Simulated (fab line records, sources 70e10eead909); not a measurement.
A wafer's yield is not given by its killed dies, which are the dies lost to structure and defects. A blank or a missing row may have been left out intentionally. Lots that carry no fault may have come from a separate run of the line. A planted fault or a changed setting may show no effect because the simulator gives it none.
fab line records	flow nandHarc	part 2 of 2: steps 5 to 6 of 6
record lots=20	wafers=60	lastDay=32
route steps=1302 shown A_SGD_CUT@905 A_SLIT@940 A_CONTACT@983
lots that met no fault: taken from a fault-free run of the same line
startH: the number of hours between the record's first day and the start of the first shown wafer of the lot	waitH: hours elapsed since this lot's preceding step	" repeats the value in the row above	L1.1+2: a single row standing in for several wafers	- no value present, or no start provided	* or withheld: withheld	< > ~ a bound
route shown NAME@n: a module of which the file shows steps, and the number in the route of the first	usual: mean/standard deviation taken from wafers without a fault	same: alike in all rows	chamber/n: place in a boat	sites: readings site by site	_std_site: the standard deviation of these	_edge_site: mean of outer sites minus mean of inner sites	radiusMm: for every site, how far away it sits from the centre of the wafer	mask NAME#n: copy n	behind: the most recent tool/chamber to have shaped the wafer	hold: why the lot was held/for how many hours/how that ended	device: transistor that didn't switch, given as n, p or np	end of line: at the end of the route, the tests of the same wafers	step lacking rows: just its recipe	killed: at the first sort, the dies lost to defects and structure; wafer yield is something else	map: a wafer's dies, x killed, . not, _ none there
set.NAME: the setting the step ran with; set.NAME@STEP: the setting that earlier step ran with	model.NAME: the simulator's own value behind a step, which no gauge read
steps of the route over a sample of lots; a table a step, a row a wafer
services: a tool's chamber out of use, with start hour (startH, from the record's first day; less than 0 if before it), hours out, and reason
## steps
# step NHARC_A_CONTACT_STRIP_55
# recipe o2FlowSccm=500	arFlowSccm=0	biasW=0	chemistry=O2
# usual drypumpMotorCurrentA=5.7/0.5	oesProductAu=0.998/0.013	rfVppV=57.7/0.84	showerheadPlenumPTorr=3.53/0.14	throttleValvePct=17.037/0.0092
# same biasW=0
lot.wafer	tool	chamber	startH	waitH	drypumpMotorCurrentA	oesProductAu	rfHoursCounterH	rfVppV	showerheadPlenumPTorr	throttleValvePct
L074.2	rieDiel-04	2	-	-	6.4	1.015	20	57.3	3.40	17.026
L074.1	"	3	"	"	5.0	0.994	22	57.3	3.31	17.031
L074.6	"	1	"	"	5.5	1.002	-	57.0	3.56	17.049
L076.1	rieDiel-04	0	-	-	6.0	0.996	20	58.4	3.69	17.029
L076.5	"	1	"	"	5.5	0.986	-	57.5	3.55	17.040
L076.4	"	0	"	"	6.0	1.005	-	58.0	3.69	17.036
L077.2	rieDiel-04	2	-	-	6.4	1.004	24	58.1	3.40	17.056
L077.4	"	2	"	"	6.4	1.005	-	58.0	3.40	17.024
L077.5	"	1	"	"	5.5	0.987	-	59.3	3.55	17.044
L078.2	rieDiel-04	3	-	-	5.0	0.988	27	57.4	3.31	17.038
L078.1	"	1	"	"	5.5	0.994	28	59.0	3.55	17.046
L078.6	"	3	"	"	5.0	0.987	-	56.3	3.31	17.046
L079.2	rieDiel-04	0	-	-	6.0	1.020	1	60.1	3.69	17.041
L079.4	"	2	"	"	6.4	0.986	1	58.6	3.40	17.041
L079.5	"	1	"	"	5.5	0.997	-	58.1	3.55	17.035
L080.1	rieDiel-08	3	-	-	5.1	1.009	7	57.0	3.58	17.028
L080.2	"	1	"	"	5.5	0.987	4	59.0	3.53	17.040
L080.6	"	2	"	"	6.3	1.013	-	56.4	3.52	17.009
L081.4	rieDiel-04	2	-	-	6.4	0.974	4	57.8	3.40	17.040
L081.1	"	3	"	"	5.0	0.996	4	57.5	3.30	17.045
L081.5	"	0	"	"	6.0	1.010	-	58.3	3.69	17.034
L082.4	rieDiel-04	3	-	-	5.0	0.997	6	57.3	3.30	17.038
L082.3	"	1	"	"	5.5	0.986	5	57.8	3.55	17.040
L082.5	"	2	"	"	6.3	0.986	-	56.9	3.40	17.045
L083.4	rieDiel-08	1	-	-	5.5	0.997	8	57.7	3.52	17.045
L083.3	"	2	"	"	6.3	1.011	13	58.4	3.51	17.030
L083.6	"	2	"	"	6.3	1.012	-	58.2	3.51	17.026
L084.4	rieDiel-04	1	-	-	5.5	0.995	8	57.1	3.55	17.043
L084.1	"	2	"	"	6.4	1.001	9	58.0	3.40	17.035
L084.5	"	1	"	"	5.5	0.993	-	58.9	3.55	17.038
L087.2	rieDiel-08	2	-	-	6.4	0.993	27	58.9	3.50	17.026
L087.1	"	3	"	"	5.1	1.006	27	58.7	3.57	17.041
L087.3	"	1	"	"	5.5	0.985	18	57.3	3.52	17.035
L085.2	rieDiel-04	0	-	-	6.0	1.003	11	57.9	3.68	17.040
L085.3	"	1	"	"	5.5	0.995	11	55.8	3.55	17.043
L085.6	"	3	"	"	5.0	0.986	-	56.2	3.30	17.048
L091.4	rieDiel-08	3	-	-	5.1	1.016	37	56.5	3.56	17.045
L091.3	"	0	"	"	6.0	1.038	33	59.7	3.75	17.042
L091.2	"	1	"	"	5.5	0.997	29	57.0	3.51	17.041
L089.2	rieDiel-10	3	-	-	5.8	0.963	17	57.0	3.52	17.016
L089.4	"	1	"	"	5.5	0.981	16	58.6	3.71	17.029
L089.5	"	0	"	"	5.0	0.999	-	58.0	3.74	17.049
L088.2	rieDiel-08	2	-	-	6.3	0.987	41	57.8	3.50	17.041
L088.6	"	0	"	"	6.1	1.019	-	58.1	3.75	17.041
L088.5	"	1	"	"	5.5	0.990	-	57.0	3.51	17.042
L093.2	rieDiel-04	2	-	-	6.4	1.005	22	56.7	3.39	17.040
L093.1	"	3	"	"	5.0	0.980	24	57.1	3.29	17.033
L093.5	"	3	"	"	5.0	0.985	-	56.6	3.29	17.048
L092.4	rieDiel-04	1	-	-	5.5	0.994	24	58.3	3.54	17.031
L092.2	"	0	"	"	6.0	0.997	23	58.0	3.67	17.047
L092.6	"	1	"	"	5.5	0.988	-	58.3	3.54	17.036
L094.2	rieDiel-10	3	-	-	5.8	0.980	28	57.9	3.52	17.032
L094.1	"	0	"	"	5.0	1.009	33	59.0	3.73	17.027
L094.3	"	1	"	"	5.6	0.984	30	57.3	3.70	17.025
L097.1	rieDiel-04	2	-	-	6.4	1.002	26	57.6	3.39	17.029
L097.3	"	3	"	"	5.0	0.995	29	57.6	3.29	17.057
L097.5	"	0	"	"	6.0	1.005	-	58.5	3.67	17.029
L096.1	rieDiel-08	3	-	-	5.1	1.000	56	56.7	3.55	17.043
L096.4	"	0	"	"	6.1	1.022	53	57.4	3.74	17.047
L096.6	"	0	"	"	6.1	1.032	-	58.0	3.74	17.028
# step NHARC_A_CONTACT_ETCH_75
# recipe targetDepthA=390	overEtchFrac=0.3	timeS=65	ionEnergyEv=80	cf4FlowSccm=150	arFlowSccm=0	rfW=300	biasW=100	chemistry=CF4
# usual biasW=99.97/0.29	drypumpMotorCurrentA=5.7/0.51	oesProductAu=0.997/0.014	rfVppV=151.3/1.2	showerheadPlenumPTorr=1.77/0.074	throttleValvePct=13.284/0.0096
lot.wafer	tool	chamber	startH	waitH	biasW	drypumpMotorCurrentA	oesProductAu	rfHoursCounterH	rfVppV	showerheadPlenumPTorr	throttleValvePct
L074.1	rieDiel-04	2	505.84	0.1	100.01	6.4	1.007	21	150.5	1.71	13.285
L074.2	"	0	"	"	99.35	6.0	1.008	17	151.9	1.85	13.285
L074.6	"	2	"	"	100.16	6.4	1.011	-	149.6	1.71	13.273
L076.1	rieDiel-04	0	521.02	0.1	100.33	6.1	0.994	20	152.2	1.85	13.284
L076.4	"	1	"	"	100.52	5.5	0.993	26	150.9	1.78	13.290
L076.5	"	3	"	"	100.04	5.0	0.977	-	148.2	1.66	13.289
L077.4	rieDiel-08	2	524.87	0.1	100.30	6.3	1.011	55	150.9	1.76	13.268
L077.2	"	0	"	"	100.18	6.0	1.024	55	153.8	1.89	13.279
L077.5	"	2	"	"	99.98	6.3	1.020	-	150.3	1.76	13.284
L078.1	rieDiel-08	0	527.99	0.1	100.27	6.0	1.016	56	153.0	1.89	13.290
L078.2	"	1	"	"	100.10	5.5	1.000	54	150.6	1.77	13.297
L078.6	"	1	"	"	99.58	5.5	1.000	-	151.9	1.77	13.282
L079.2	rieDiel-04	3	554.00	0.1	99.85	5.0	0.998	2	149.1	1.66	13.273
L079.4	"	1	"	"	100.02	5.5	0.976	1	152.3	1.78	13.288
L079.5	"	3	"	"	99.82	5.0	1.008	-	149.1	1.66	13.279
L080.2	rieDiel-04	3	570.39	0.1	100.35	5.0	0.990	4	151.0	1.66	13.282
L080.1	"	0	"	"	99.91	6.0	1.003	3	151.5	1.85	13.287
L080.6	"	2	"	"	99.78	6.4	0.985	-	151.1	1.70	13.277
L081.4	rieDiel-04	2	573.61	0.1	100.37	6.4	0.996	5	150.5	1.70	13.287
L081.1	"	3	"	"	99.71	5.0	1.001	5	149.0	1.66	13.265
L081.5	"	2	"	"	100.09	6.3	0.986	-	150.8	1.70	13.288
L082.3	rieDiel-04	3	581.64	0.1	100.07	5.0	0.969	6	149.7	1.66	13.283
L082.4	"	1	"	"	99.59	5.5	0.987	5	151.6	1.78	13.297
L082.5	"	2	"	"	100.11	6.4	0.988	-	151.0	1.70	13.296
L083.4	rieDiel-04	2	591.93	0.1	100.18	6.3	0.990	8	151.5	1.70	13.285
L083.3	"	3	"	"	100.42	5.0	0.980	8	151.4	1.66	13.271
L083.6	"	1	"	"	100.50	5.5	1.003	-	151.9	1.78	13.281
L084.1	rieDiel-08	2	603.68	0.1	99.29	6.3	1.001	21	150.6	1.76	13.289
L084.4	"	0	"	"	99.87	6.1	1.028	16	152.5	1.89	13.292
L084.5	"	1	"	"	99.97	5.5	0.989	-	151.0	1.76	13.291
L087.3	rieDiel-10	2	625.68	0.1	99.85	5.1	1.020	5	152.5	1.88	13.279
L087.1	"	3	"	"	100.12	5.8	0.969	5	152.1	1.77	13.287
L087.2	"	0	"	"	100.47	5.0	0.991	7	152.4	1.88	13.272
L085.3	rieDiel-04	1	627.19	0.1	99.81	5.5	0.974	12	149.7	1.78	13.283
L085.2	"	2	"	"	99.81	6.4	0.997	13	150.4	1.70	13.298
L085.6	"	3	"	"	99.76	5.0	0.977	-	149.3	1.65	13.287
L091.3	rieDiel-04	3	656.17	0.1	99.51	4.9	0.992	20	148.4	1.65	13.277
L091.2	"	0	"	"	99.77	6.0	1.005	18	153.1	1.84	13.283
L091.4	"	1	"	"	99.75	5.5	0.988	-	151.3	1.78	13.268
L089.2	rieDiel-04	0	661.65	0.1	100.63	6.0	1.000	19	152.0	1.84	13.277
L089.4	"	2	"	"	100.14	6.4	0.980	18	150.7	1.70	13.287
L089.5	"	3	"	"	99.89	5.0	0.968	-	151.8	1.65	13.283
L088.2	rieDiel-08	1	665.67	0.1	99.99	5.5	0.986	33	150.2	1.76	13.273
L088.5	"	0	"	"	100.08	6.0	1.021	-	153.1	1.88	13.269
L088.6	"	1	"	"	100.35	5.5	0.987	-	151.0	1.76	13.297
L093.1	rieDiel-04	2	680.76	0.1	100.05	6.4	0.993	22	151.8	1.70	13.289
L093.2	"	1	"	"	99.83	5.5	0.989	24	152.1	1.77	13.276
L093.5	"	3	"	"	99.60	4.9	0.987	-	149.0	1.65	13.285
L092.4	rieDiel-08	0	681.30	0.1	99.48	6.1	1.026	42	152.6	1.88	13.278
L092.2	"	1	"	"	99.53	5.5	0.997	38	152.3	1.76	13.278
L092.6	"	3	"	"	100.10	5.1	1.014	-	151.8	1.78	13.268
L094.1	rieDiel-04	1	699.91	0.1	99.36	5.5	0.995	27	151.6	1.77	13.284
L094.3	"	2	"	"	99.66	6.3	1.003	25	152.2	1.70	13.273
L094.2	"	3	"	"	99.92	5.0	0.995	28	149.0	1.65	13.291
L097.1	rieDiel-10	1	708.51	0.1	99.76	5.5	0.977	34	153.5	1.85	13.294
L097.3	"	3	"	"	99.84	5.7	0.986	32	150.9	1.76	13.285
L097.5	"	2	"	"	100.26	5.1	1.011	-	151.7	1.87	13.293
L096.4	rieDiel-08	0	713.49	0.1	99.81	6.1	1.024	54	152.5	1.87	13.268
L096.1	"	2	"	"	99.77	6.3	1.003	58	151.0	1.75	13.273
L096.6	"	0	"	"	99.82	6.1	1.031	-	152.2	1.87	13.294
## services
tool	chamber	startH	hours	kind
rieDiel-11	1	413.76	10.6	repair
pecvd-01	-	423.94	1.6	repair
rieDiel-11	-	432.50	9.0	pm
rieDiel-04	0	446.56	23.3	repair
rieDiel-04	-	457.55	0.2	repair
rieDiel-04	0	491.26	12.4	repair
pecvd-01	-	491.97	0.3	repair
rieDiel-11	0	494.07	9.5	repair
rieDiel-11	3	499.49	6.8	repair
rieDiel-04	3	515.41	4.2	repair
rieDiel-11	-	525.59	0.2	repair
rieDiel-04	-	531.90	9.0	pm
rieDiel-08	-	541.65	3.1	repair
rieDiel-08	-	544.84	9.0	pm
rieDiel-11	2	579.94	2.5	repair
pecvd-01	0	580.86	3.9	repair
pecvd-01	2	597.73	6.6	repair
rieDiel-08	1	607.41	5.6	repair
rieDiel-11	-	609.50	9.0	pm
rieDiel-04	2	651.55	7.8	repair
rieDiel-11	0	659.02	10.2	repair
pecvd-01	-	673.25	13.0	pm
rieDiel-11	-	675.13	0.6	repair
rieDiel-04	-	708.90	9.0	pm
